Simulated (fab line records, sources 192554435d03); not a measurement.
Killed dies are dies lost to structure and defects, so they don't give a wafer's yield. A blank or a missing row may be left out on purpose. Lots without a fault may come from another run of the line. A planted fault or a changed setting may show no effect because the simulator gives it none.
fab line records | flow n5_finfet
record lots=10 wafers=28 last_day=18
route steps=1938 shown MIM_TOP@1836 MIM_TOP_ETCH@1853 MIM_BOT_ETCH@1866 PASSIVATION@1936
lots that met no fault: from a run of the same line without faults
start_h: hours from the record's first day to the start of the lot's first wafer shown | wait_h: hours since the lot's step before | " the same as in the row above | L1.1+2: a row that stands for several wafers | - no value, or no start given | * or withheld: withheld | < > ~ a bound
route shown NAME@n: a module of which the file shows steps, and the number in the route of the first | usual: mean/standard deviation of fault-free wafers | same: alike in all rows | chamber/n: place in a boat | sites: the reading at each site | _std_site: their standard deviation | _edge_site: outer sites' mean less inner sites' | radius_mm: how far each site lies from the wafer's centre | mask NAME#n: copy n | behind: the tool/chamber that last shaped the wafer | hold: why the lot was held/for how many hours/how that ended | device: the transistor (n, p or np) that didn't switch | end of line: the same wafers' tests at the end of the route | a step without rows: its recipe alone | killed: dies lost to structure and defects at the first sort, not the wafer's yield | map: a wafer's dies, x killed, . not, _ none there
set.NAME: the setting as run; set.NAME@STEP: as run at that earlier step | model.NAME: the simulator's own value behind a step, which no gauge read
steps of the route over a sample of lots; a table a step, a row a wafer
services: from which hour (start_h, from the record's first day; less than 0 if before it) a tool's chamber was out of use, for how many hours, and why
## steps
# step N5_MIM_TOP_ALD_02
# recipe material=Al2O3 target_thk_a=* temp_c=withheld ald_precursor_family=TMA ald_co_reactant=O3 pulse_time_s=withheld purge_time_s=3 co_reactant_purge_time_s=withheld co_reactant_pulse_time_s=3 ald_cycles=withheld
# usual precursor_pulse_height_rel=0.999/0.02
# columns lot.wafer tool chamber start_h wait_h precursor_pulse_height_rel
L708.2 ald_hk-01 1 - - 0.983
L708.3 " 0 " " 0.995
L708.5 " 2 " " 0.988
L709.1 ald_hk-02 1 - - 1.025
L709.2 " 0 " " 0.999
L709.4 " 2 " " 1.008
L713.2 ald_hk-03 3 - - 0.985
L713.4 " 0 " " 1.001
L713.5 " 0 " " 1.010
L718.1 ald_hk-01 0 - - 1.006
L718.4 " 2 " " 1.017
L718.5 " 1 " " 0.972
L721.1 ald_hk-01 3 - - 0.999
L721.3 " 2 " " 0.998
L721.4 " 0 " " 1.007
L724.1 ald_hk-02 2 - - 1.009
L724.3 " 1 " " 1.008
L724.6 " 3 " " 1.001
L723.1 ald_hk-02 3 - - 0.997
L723.2 " 0 " " 1.024
L727.2 ald_hk-03 2 - - 1.010
L727.3 " 0 " " 1.001
L727.6 " 3 " " 1.026
L730.2 ald_hk-03 2 - - 0.999
L730.3 " 1 " " 0.972
L730.5 " 0 " " 0.961
L729.4 ald_hk-03 0 - - 1.024
L729.6 " 0 " " 1.024
# step N5_MIM_TOP_ETCH_PECVD_03
# recipe material=SiNx target_thk_a=200 temp_c=400 precursor=SiH4/NH3/N2 pressure_torr=1.5 rf_w=300 time_s=17.6
# usual chamber_pressure_Torr=1.499/0.0035 heater_power_w=772/77 showerhead_plenum_p_Torr=5.12/0.076 throttle_valve_pct=39.3/2.4
# columns lot.wafer tool chamber start_h wait_h chamber_pressure_Torr heater_power_w showerhead_plenum_p_Torr throttle_valve_pct
L708.2 pecvd-02 1 280.50 - 1.505 715 5.21 41.8
L708.3 " 2 " " 1.499 719 5.13 35.7
L708.5 " 2 " " 1.491 712 5.14 35.4
L709.1 pecvd-01 1 294.85 - 1.500 722 5.00 43.0
L709.2 " 0 " " 1.496 687 5.10 38.3
L709.4 " 1 " " 1.502 759 5.01 42.9
L713.2 pecvd-01 1 319.61 - 1.500 755 5.00 43.2
L713.4 " 2 " " 1.503 824 5.04 38.1
L713.5 " 0 " " 1.496 796 5.10 38.2
L718.1 pecvd-04 0 355.88 - 1.500 888 5.15 41.3
L718.4 " 2 " " 1.500 693 5.19 35.9
L718.5 " 0 " " 1.504 754 5.14 41.3
L721.1 pecvd-04 2 368.66 - 1.502 651 5.17 35.8
L721.3 " 1 " " 1.498 741 5.25 39.5
L721.4 " 0 " " 1.503 871 5.15 41.6
L724.1 pecvd-02 1 368.80 - 1.502 777 5.20 41.5
L724.3 " 0 " " 1.500 676 5.09 39.4
L724.6 " 1 " " 1.501 754 5.22 41.7
L723.1 pecvd-02 0 374.63 - 1.509 702 5.08 39.3
L723.2 " 1 " " 1.503 763 5.20 41.9
L727.2 pecvd-02 0 395.31 - 1.504 774 5.08 39.5
L727.3 " 2 " " 1.505 701 5.12 35.7
L727.6 " 0 " " 1.499 768 5.09 39.3
L730.2 pecvd-01 1 407.38 - 1.494 709 4.99 43.0
L730.3 " 2 " " 1.496 827 5.04 38.3
L730.5 " 2 " " 1.496 843 5.04 38.0
L729.4 pecvd-04 1 411.98 - 1.498 807 5.25 39.5
L729.6 " 2 " " 1.500 627 5.19 36.0
# step N5_MIM_BOT_ETCH_ETCH_04
# recipe chemistry=CF4/O2 target=SiNx target_depth_a=260 time_s=13 ion_energy_ev=100 pressure_mtorr=40 source_w=535 bias_w=49 Ar_flow_sccm=100 cf4_flow_sccm=100 O2_flow_sccm=10
# usual bias_w=48.97/0.14 chamber_pressure_mTorr=40.00/0.044 drypump_motor_current_A=5.6/0.43 mfc_ar_sccm=100.0/0.31 oes_product_au=0.82/0.062 rf_vpp_V=242/4.5 showerhead_plenum_p_Torr=2.22/0.06 throttle_valve_pct=15.96/0.17
# columns lot.wafer tool chamber start_h wait_h bias_w chamber_pressure_mTorr drypump_motor_current_A mfc_ar_sccm oes_product_au rf_hours_counter_h rf_vpp_V showerhead_plenum_p_Torr throttle_valve_pct
L708.2 rie_diel-06 3 281.01 0.0 49.11 40.05 5.1 100.1 0.90 25 247 2.26 15.91
L708.3 " 1 " " 49.16 40.00 6.2 100.2 0.67 248 237 2.09 16.16
L708.5 " 3 " " 49.13 40.04 5.1 99.8 0.91 - 247 2.26 15.88
L709.1 rie_diel-06 2 295.49 0.0 48.83 40.02 5.3 99.7 0.80 94 244 2.30 15.82
L709.2 " 3 " " 48.87 40.07 5.1 99.6 0.89 30 246 2.26 15.90
L709.4 " 0 " " 48.83 40.02 5.3 100.0 0.71 - 240 2.19 16.25
L713.2 rie_diel-06 0 320.59 0.0 48.78 39.97 5.3 100.1 0.72 209 238 2.19 16.29
L713.4 " 3 " " 49.09 40.09 5.1 99.7 0.88 42 247 2.25 15.90
L713.5 " 1 " " 48.91 40.03 6.2 100.2 0.97 - 240 2.35 15.70
L718.1 rie_diel-01 2 356.39 0.0 48.97 40.02 4.9 100.0 0.84 96 247 2.21 15.76
L718.4 " 0 " " 48.97 39.96 5.4 100.0 0.80 129 233 2.21 15.96
L718.5 " 1 " " 49.08 40.00 6.1 100.0 0.77 - 239 2.21 16.13
L721.1 rie_diel-06 1 369.29 0.0 49.22 40.05 6.1 100.1 0.92 20 241 2.34 15.73
L721.3 " 0 " " 48.88 39.96 5.3 99.7 0.69 226 238 2.18 16.31
L721.4 " 2 " " 48.78 40.02 5.3 99.7 0.77 123 246 2.29 15.88
L724.1 rie_diel-06 1 369.42 0.0 49.00 40.03 6.2 100.1 0.92 20 239 2.34 15.73
L724.3 " 3 " " 48.81 40.04 5.1 100.2 0.85 59 248 2.25 15.97
L724.6 " 0 " " 49.17 39.97 5.3 100.5 0.71 - 240 2.18 16.30
L723.1 rie_diel-05 2 375.26 0.0 49.08 40.03 5.8 100.2 0.80 117 244 2.13 16.19
L723.2 " 3 " " 49.00 39.98 6.3 100.2 0.84 58 237 2.23 15.90
L727.2 rie_diel-06 0 395.94 0.0 49.01 39.97 5.3 100.5 0.70 235 240 2.18 16.33
L727.3 " 3 " " 49.13 40.07 5.1 100.3 0.84 68 246 2.24 15.97
L727.6 " 2 " " 48.87 39.95 5.3 99.9 0.77 - 245 2.29 15.89
L730.2 rie_diel-01 3 408.07 0.0 49.11 39.95 5.6 100.6 0.87 45 243 2.25 15.94
L730.3 " 0 " " 49.11 40.01 5.4 99.9 0.78 147 234 2.20 15.97
L730.5 " 0 " " 49.01 40.04 5.4 99.8 0.78 - 234 2.20 15.98
L729.4 rie_diel-01 3 412.64 0.0 48.92 40.00 5.6 100.0 0.86 46 243 2.24 15.93
L729.6 " 2 " " 49.20 40.02 4.9 100.4 0.82 - 248 2.20 15.81
# step N5_MIM_BOT_ETCH_ETCH_00
# recipe chemistry=Cl2/BCl3 target=TiN target_depth_a=455 ion_energy_ev=150 pressure_mtorr=10 icp_w=1000 bias_w=126 Cl2_flow_sccm=53.25 bcl3_flow_sccm=21.75 Ar_flow_sccm=25
# usual bias_w=126.0/0.38 chamber_pressure_mTorr=10.000/0.0087 drypump_motor_current_A=5.9/0.62 mfc_ar_sccm=25.00/0.079 oes_product_au=0.81/0.08 throttle_valve_pct=21.8/0.37
# columns lot.wafer tool chamber start_h wait_h bias_w chamber_pressure_mTorr drypump_motor_current_A mfc_ar_sccm oes_product_au rf_hours_counter_h throttle_valve_pct
L708.2 rie_metal-01 0 281.19 0.1 126.0 9.997 4.7 24.90 0.87 17 22.0
L708.3 " 0 " " 126.6 9.981 4.7 24.99 0.87 - 22.0
L708.5 " 0 " " 125.8 10.014 4.7 24.93 0.86 - 21.9
L709.1 rie_metal-01 0 295.67 0.1 126.8 10.010 4.7 24.85 0.86 18 22.0
L709.2 " 1 " " 125.8 9.995 6.3 25.02 0.94 7 21.2
L709.4 " 1 " " 126.0 9.994 6.3 25.06 0.94 - 21.2
L713.2 rie_metal-01 1 320.77 0.1 126.7 9.987 6.3 24.91 0.92 10 21.2
L713.4 " 1 " " 126.3 10.006 6.3 24.98 0.92 - 21.2
L713.5 " 1 " " 125.7 10.001 6.2 24.97 0.93 - 21.2
L718.1 rie_metal-03 0 356.57 0.1 120.5 9.999 6.3 24.98 0.83 26 21.9
L718.4 " 0 " " 120.3 10.001 6.3 25.01 0.83 - 21.9
L718.5 " 0 " " 120.2 10.001 6.3 25.03 0.84 - 21.9
L721.1 rie_metal-03 0 369.47 0.1 119.8 9.996 6.4 24.92 0.82 27 21.9
L721.3 " 1 " " 120.1 9.998 6.4 25.03 0.78 - 21.9
L721.4 " 0 " " 119.6 10.001 6.3 25.00 0.82 - 21.9
L724.1 rie_metal-02 0 369.60 0.1 125.8 9.998 5.6 25.03 0.69 86 21.8
L724.3 " 0 " " 125.9 10.005 5.6 25.13 0.69 - 21.8
L724.6 " 0 " " 126.2 9.998 5.6 25.06 0.69 - 21.8
L723.1 rie_metal-02 1 375.44 0.1 125.7 9.987 6.1 24.78 0.73 56 22.4
L723.2 " 0 " " 125.8 9.991 5.6 24.99 0.69 87 21.8
L727.2 rie_metal-01 1 396.12 0.1 126.1 10.002 6.2 25.13 0.90 17 21.2
L727.3 " 1 " " 125.9 9.995 6.3 25.11 0.90 - 21.2
L727.6 " 0 " " 125.8 10.004 4.7 24.82 0.83 - 22.0
L730.2 rie_metal-02 1 408.25 0.1 126.0 9.998 6.0 25.07 0.73 59 22.4
L730.3 " 0 " " 125.4 9.998 5.6 24.98 0.68 - 21.8
L730.5 " 0 " " 125.8 10.000 5.6 24.96 0.68 - 21.8
L729.4 rie_metal-02 1 412.86 0.1 125.7 10.020 6.1 25.06 0.72 - 22.4
L729.6 " 1 " " 126.0 10.005 6.1 25.13 0.73 - 22.4
# step N5_PASSIVATION_PROBE_49
# usual defect_limited_yield=91.3/1.5 killed_at_M0_to_M3=31/11 killed_at_M4_up=14/5.1 killed_at_contacts=12/5.6 killed_at_front_end=42/12 killed_at_other=3.8/2.9 killed_dies=103/18 killed_open=67/14 killed_short=33/8 sort_bin_4_leakage=0.00/0.0073 sort_bin_5_function=5.1/1 sort_bin_6_memory=3.2/0.75 sort_n_pass=1077/18 sort_yield_pct=91.3/1.5
# same gross_dies=1180 killed_at_back_side=0 sort_bin_8_speed[%]=0
# columns lot.wafer tool chamber start_h wait_h defect_limited_yield[%] killed_at_M0_to_M3 killed_at_M4_up killed_at_contacts killed_at_front_end killed_at_other killed_dies killed_open killed_short sort_bin_4_leakage[%] sort_bin_5_function[%] sort_bin_6_memory[%] sort_n_pass sort_yield_pct[%]
L718.1 prober-01 - 364.64 0.0 92.4 26 9 13 36 6 90 53 31 0 4.3 2.7 1090 92.4
L718.4 prober-01 - 364.79 0.2 89.6 40 14 7 51 11 123 73 40 0 6.3 3.1 1057 89.6
L718.5 prober-01 - 364.84 0.2 91.7 26 14 16 34 8 98 57 37 0 4.8 2.9 1082 91.7
L724.1 prober-02 - 380.43 0.0 92.9 18 10 7 44 5 84 55 29 0 3.7 3.1 1096 92.9
L724.3 prober-02 - 380.53 0.1 92.3 43 12 3 28 5 91 54 33 0 5.0 1.9 1089 92.3
L724.6 prober-02 - 380.68 0.3 90.8 40 13 12 41 2 108 68 39 0 4.2 4.4 1072 90.8
L727.2 prober-01 - 407.40 0.1 86.8 52 19 26 55 4 156 106 48 0 8.4 4.6 1024 86.8
L727.3 prober-01 - 407.45 0.1 89.2 22 17 30 47 12 128 76 49 0 6.9 3.4 1052 89.2
L727.6 prober-01 - 407.60 0.3 90.3 38 14 23 37 3 115 85 29 0 6.4 3.2 1065 90.3
# killed by level:class
L718.1 MOL_CONTACT_COAG:geometric_particle:open=9 FIN_SAQP:geometric_particle:short=6 BEOL_M3:geometric_particle:open=6 GATE_CUT:geometric_particle:short=5 STI_FIN_REVEAL:geometric_particle:open=5 BEOL_M0_SAQP:geometric_particle:open=5 BEOL_M2:geometric_particle:open=5 MOL_CONTACT_COAG:geometric_particle:short=4
L718.4 BEOL_M3:geometric_particle:open=11 STI_FIN_REVEAL:geometric_particle:open=10 BEOL_M0_SAQP:geometric_particle:open=9 BEOL_M0_SAQP:geometric_particle:short=9 HKMG_FIN:area_etch=9 FIN_SAQP:geometric_particle:short=8 BEOL_M2:geometric_particle:open=7 FIN_SAQP:geometric_particle:open=5
L718.5 MOL_CONTACT_COAG:geometric_particle:open=12 FIN_SAQP:geometric_particle:open=7 BEOL_M3:geometric_particle:open=7 DUMMY_GATE:geometric_particle:open=6 BEOL_M0_SAQP:geometric_particle:open=6 BEOL_M2:geometric_particle:short=6 FIN_SAQP:geometric_particle:short=5 BEOL_M4:geometric_particle:open=5
L724.1 FIN_SAQP:geometric_particle:open=12 STI_FIN_REVEAL:geometric_particle:open=12 FIN_SAQP:geometric_particle:short=11 MOL_CONTACT_COAG:geometric_particle:open=5 BEOL_M0_SAQP:geometric_particle:short=4 BEOL_M1:geometric_particle:open=4 DUMMY_GATE:geometric_particle:open=3 BEOL_M3:geometric_particle:open=3
L724.3 BEOL_M3:geometric_particle:open=10 BEOL_M0_SAQP:geometric_particle:short=8 BEOL_M1:geometric_particle:open=7 FIN_SAQP:geometric_particle:short=6 BEOL_M2:geometric_particle:open=6 BEOL_M0_SAQP:geometric_particle:open=5 FIN_SAQP:geometric_particle:open=4 GATE_CUT:geometric_particle:open=4
L724.6 FIN_SAQP:geometric_particle:open=18 BEOL_M3:geometric_particle:open=10 MOL_CONTACT_COAG:geometric_particle:open=8 FIN_SAQP:geometric_particle:short=7 BEOL_M2:geometric_particle:open=5 STI_FIN_REVEAL:geometric_particle:open=4 DUMMY_GATE:geometric_particle:open=4 BEOL_M0:geometric_particle:open=4
L727.2 FIN_SAQP:geometric_particle:open=21 MOL_CONTACT_COAG:geometric_particle:open=20 FIN_SAQP:geometric_particle:short=14 BEOL_M4:geometric_particle:open=14 BEOL_M2:geometric_particle:open=11 BEOL_M3:geometric_particle:open=11 BEOL_M0_SAQP:geometric_particle:open=8 BEOL_M2:geometric_particle:short=8
L727.3 MOL_CONTACT_COAG:geometric_particle:open=18 FIN_SAQP:geometric_particle:short=14 FIN_SAQP:geometric_particle:open=13 MOL_CONTACT_COAG:geometric_particle:short=12 PAD_METAL:geometric_particle:open=7 GATE_CUT:geometric_particle:short=6 BEOL_M3:geometric_particle:open=6 BEOL_M1:geometric_particle:open=5
L727.6 MOL_CONTACT_COAG:geometric_particle:open=20 BEOL_M2:geometric_particle:open=14 FIN_SAQP:geometric_particle:open=13 FIN_SAQP:geometric_particle:short=13 BEOL_M3:geometric_particle:open=8 BEOL_M1:geometric_particle:open=7 BEOL_M4:geometric_particle:open=5 BEOL_M0_SAQP:geometric_particle:open=4
## services
# columns tool chamber start_h hours kind
pecvd-01 - 258.95 5.1 repair
ald_hk-02 - 262.27 0.7 repair
rie_diel-01 3 263.49 2.6 repair
rie_metal-02 1 281.50 1.1 repair
rie_diel-06 1 287.58 - clean
rie_diel-06 1 287.58 - consumable_replace:focus_ring
rie_diel-06 1 287.58 - consumable_replace:showerhead
rie_diel-06 1 287.58 19.8 scheduled_down
rie_diel-06 1 287.58 19.8 vent_cycle
pecvd-04 1 287.77 1.9 repair
rie_diel-05 - 290.15 2.6 repair
rie_diel-06 0 300.58 5.8 repair
pecvd-02 - 316.12 14.6 pm
pecvd-04 - 326.25 2.8 pm
pecvd-04 2 329.76 6.5 repair
rie_metal-03 - 333.44 0.5 repair
pecvd-02 - 340.21 4.0 repair
rie_diel-06 - 348.84 2.8 pm
rie_diel-05 0 350.53 25.4 repair
ald_hk-03 - 354.13 1.2 pm
pecvd-01 - 368.41 6.8 repair
pecvd-04 - 382.54 0.4 repair
ald_hk-01 - 391.27 2.8 pm
rie_diel-05 0 403.52 2.4 repair
## key
first_sign step=N5_MIM_BOT_ETCH_ETCH_00 reading=bias_w direction=down sigmas=16 usual=* struck=*
effect none on later readings
met_at N5_MIM_BOT_ETCH_ETCH_00
struck_lots L718,L721
not_acting_at N5_MIM_TOP_ALD_02,N5_MIM_TOP_ETCH_PECVD_03,N5_MIM_BOT_ETCH_ETCH_04
fault kind=process_parameter_drift tool=rie_metal-03 chamber=- onset_h=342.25 steps=N5_MIM_BOT_ETCH_ETCH_00 channel=bias_w offset=* shape=step end_h=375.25 acts_in=* stated=*
